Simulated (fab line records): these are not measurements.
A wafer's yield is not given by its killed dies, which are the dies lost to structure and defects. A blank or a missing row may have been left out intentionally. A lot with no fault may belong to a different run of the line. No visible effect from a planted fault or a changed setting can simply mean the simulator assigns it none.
The tool behind it: which one?    flow n5 finfet    Sampling: 11 lots, 31 wafers, 5 of 1938 route steps

## WHAT THE GAUGES SHOWED, per wafer
N5_BEOL_M4_RC_MEAS_101.
lot   measured      on         DIBL_N (mV/V)   DIBL_P (mV/V)   IOFF_N (nA/um)     IOFF_P (nA/um)     ION_N (uA/um)  ION_P (uA/um)  REXT_P (ohm.um)    SS_N (mV/dec)   SS_P (mV/dec)   VT_N (mV)    VT_P (mV)
L807  day 9 17:53   prober-01  36.5 32.5 35.6  36.8 32.0 36.5  0.156 0.103 0.150  0.193 0.136 0.190  678 649 675    461 447 466    101.2 102.2 100.7  72.2 70.9 71.2  73.0 71.8 74.1  253 258 250  -252 -258 -254
L808  day 11 02:30  prober-01  37.5 38.0 35.9  35.6 37.8 35.0  0.165 0.195 0.141  0.191 0.236 0.187  659 665 644    444 447 442    100.5 101.4 101.4  72.8 72.9 72.0  73.9 74.3 72.9  253 246 253  -255 -248 -253
L809  day 10 07:59  prober-02  36.1 36.0 37.7  36.4 36.0 37.8  0.148 0.150 0.173  0.197 0.196 0.228  663 671 666    452 462 457    105.1 103.3 103.0  71.0 71.1 72.4  73.3 73.4 74.0  252 253 247  -252 -255 -250
L810  day 10 23:08  prober-02  36.3 35.5 35.1  39.2 38.0 37.0  0.181 0.148 0.158  0.208 0.189 0.186  679 659 675    459 453 458    100.8 98.1 100.5   71.7 72.0 71.8  73.6 73.9 72.7  248 249 252  -252 -253 -253
L813  day 11 20:26  prober-02  34.8 35.6 34.6  34.4 35.2 33.4  0.118 0.126 0.110  0.165 0.167 0.152  659 649 638    450 448 445    100.8 100.5 100.5  70.4 71.1 70.9  72.9 72.2 72.4  254 254 257  -255 -256 -259
L815  day 12 09:15  prober-01  36.8 36.0 36.3  35.8 34.6 36.0  0.160 0.148 0.154  0.220 0.216 0.232  670 672 666    466 463 463    101.3 99.6 99.9    71.6 71.1 71.7  73.3 73.3 73.3  251 250 250  -246 -245 -246
L817  day 12 12:49  prober-02  33.9 35.7 36.5  32.9 34.6 34.1  0.124 0.149 0.156  0.169 0.199 0.182  660 673 665    451 465 450    97.0 97.0 96.4     71.0 70.5 70.8  72.6 72.7 72.6  254 252 251  -252 -251 -254
L819  day 13 19:43  prober-02  36.6 35.7 35.0  34.3 35.7 32.6  0.161 0.151 0.134  0.192 0.210 0.162  668 677 659    456 458 449    100.8 99.3 102.6   72.1 72.2 71.6  74.2 73.4 72.8  251 249 253  -252 -251 -255
L820  day 12 22:57  prober-01  35.4 36.5 36.5  34.1 35.8 34.9  0.146 0.153 0.155  0.177 0.193 0.184  670 656 661    454 447 453    98.7 99.9 100.0    71.3 72.2 71.7  72.7 72.5 73.5  251 251 251  -253 -252 -252
L824  day 14 15:55  prober-01  38.3 37.8       37.7 36.3       0.174 0.165        0.247 0.194        662 672        462 459        95.5 101.4         72.7 71.2       73.9 72.6       247 249      -249 -252
L825  day 14 15:12  prober-02  36.4 35.6       37.2 34.5       0.156 0.137        0.225 0.160        648 665        449 450        93.0 97.6          72.4 71.5       74.0 73.4       254 251      -248 -254

## WHICH TOOL RAN EACH LOT (tool, then ch and the chambers of the sampled wafers, then the start)
lot   N5_SD_EPI_P_VAPOR_ETCH_44       N5_BEOL_M4_SPUTTER_86         N5_BEOL_M4_SPUTTER_88         N5_BEOL_M4_ANNEAL_51
L807  epi rpcvd-04 ch 0, day 3 08:54  pvd sputter-01, day 9 15:41   pvd sputter-01, day 9 15:55   rtp anneal-01 ch 0, day 9 16:59
L808  epi rpcvd-03 ch 0, day 3 12:39  pvd sputter-01, day 11 00:02  pvd sputter-01, day 11 00:15  rtp anneal-01 ch 0, day 11 01:22
L809  epi rpcvd-01 ch 0, day 3 20:23  pvd sputter-03, day 10 05:46  pvd sputter-03, day 10 05:59  rtp anneal-02 ch 0, day 10 07:04
L810  epi rpcvd-04 ch 0, day 4 01:21  pvd sputter-02, day 10 20:55  pvd sputter-02, day 10 21:08  rtp anneal-02 ch 0, day 10 22:13
L813  epi rpcvd-04 ch 0, day 4 20:53  pvd sputter-01, day 11 18:14  pvd sputter-01, day 11 18:27  rtp anneal-02 ch 0, day 11 19:31
L815  epi rpcvd-04 ch 0, day 5 14:35  pvd sputter-02, day 12 06:44  pvd sputter-02, day 12 06:58  rtp anneal-02 ch 0, day 12 08:08
L817  epi rpcvd-01 ch 0, day 6 00:31  pvd sputter-02, day 12 10:32  pvd sputter-02, day 12 10:45  rtp anneal-02 ch 0, day 12 11:55
L819  epi rpcvd-03 ch 0, day 6 09:30  pvd sputter-02, day 13 17:10  pvd sputter-02, day 13 17:23  rtp anneal-01 ch 0, day 13 18:28
L820  epi rpcvd-04 ch 0, day 6 15:50  pvd sputter-01, day 12 20:44  pvd sputter-01, day 12 20:58  rtp anneal-02 ch 0, day 12 22:02
L824  epi rpcvd-04 ch 0, day 7 13:10  pvd sputter-01, day 14 13:10  pvd sputter-01, day 14 13:23  rtp anneal-01 ch 0, day 14 14:50
L825  epi rpcvd-04 ch 0, day 7 19:49  pvd sputter-02, day 14 13:00  pvd sputter-02, day 14 13:13  rtp anneal-01 ch 0, day 14 14:17
- N5_SD_EPI_P_VAPOR_ETCH_44: etches SiGe30 in NF3/Ar, time 3.3 s.
- N5_BEOL_M4_SPUTTER_86: material Cu, target thk 4.5 nm, time 8.29 s.
- N5_BEOL_M4_SPUTTER_88: material Cu, target thk 4.5 nm, time 8.29 s.
- N5_BEOL_M4_ANNEAL_51: time 90 s.

## WHAT THE TOOLS THEMSELVES READ (means of the sampled wafers that have a number; where no wafer has one, the mark that the record gives instead)
N5_BEOL_M4_SPUTTER_86.
lot   tool            throttle valve pct (%)
L807  pvd sputter-01  30.6
L808  pvd sputter-01  29.2
L809  pvd sputter-03  29.6
L810  pvd sputter-02  31.2
L813  pvd sputter-01  29.5
L815  pvd sputter-02  30.6
L817  pvd sputter-02  30.6
L819  pvd sputter-02  31.2
L820  pvd sputter-01  29.8
L824  pvd sputter-01  29.4
L825  pvd sputter-02  30.6

N5_BEOL_M4_SPUTTER_88.
lot   tool            throttle valve pct (%)
L807  pvd sputter-01  30.6
L808  pvd sputter-01  29.0
L809  pvd sputter-03  29.5
L810  pvd sputter-02  31.2
L813  pvd sputter-01  29.4
L815  pvd sputter-02  30.6
L817  pvd sputter-02  30.8
L819  pvd sputter-02  30.9
L820  pvd sputter-01  30.0
L824  pvd sputter-01  29.3
L825  pvd sputter-02  30.7

N5_BEOL_M4_ANNEAL_51.
lot   tool           wafer_temp_C_max
L807  rtp anneal-01  226.03
L808  rtp anneal-01  226.11
L809  rtp anneal-02  225.93
L810  rtp anneal-02  225.89
L813  rtp anneal-02  225.60
L815  rtp anneal-02  226.03
L817  rtp anneal-02  225.94
L819  rtp anneal-01  226.31
L820  rtp anneal-02  225.83
L824  rtp anneal-01  225.81
L825  rtp anneal-01  226.00

## THE ANSWER, worked out from the rows above alone
Rule: usual is defined by the lots themselves. The widest of any qualifying gaps counts: lots, ordered by their means at a reading, are off when they make up no more than a third of the lots, leave a main group of 4 or more, and stand apart from it by 3 or more times the standard deviation of that group's means. If all means in a main group match to the digits the tables above print for the reading, that group is not used. A lot without any number at a reading at which 4 lots or more have one is off too. All remaining lots with rows at the step are treated as sound. The gauges are gone through in route order, then the tools' own readings, and for those a lot's mean is taken as printed above. The first step at which some lot is off is used, and at that step the reading that is off furthest; a lot without a number counts as furthest.
No lot is off at any reading shown: from this, nothing can be told.

## WHAT THE SIMULATOR HAD INSERTED
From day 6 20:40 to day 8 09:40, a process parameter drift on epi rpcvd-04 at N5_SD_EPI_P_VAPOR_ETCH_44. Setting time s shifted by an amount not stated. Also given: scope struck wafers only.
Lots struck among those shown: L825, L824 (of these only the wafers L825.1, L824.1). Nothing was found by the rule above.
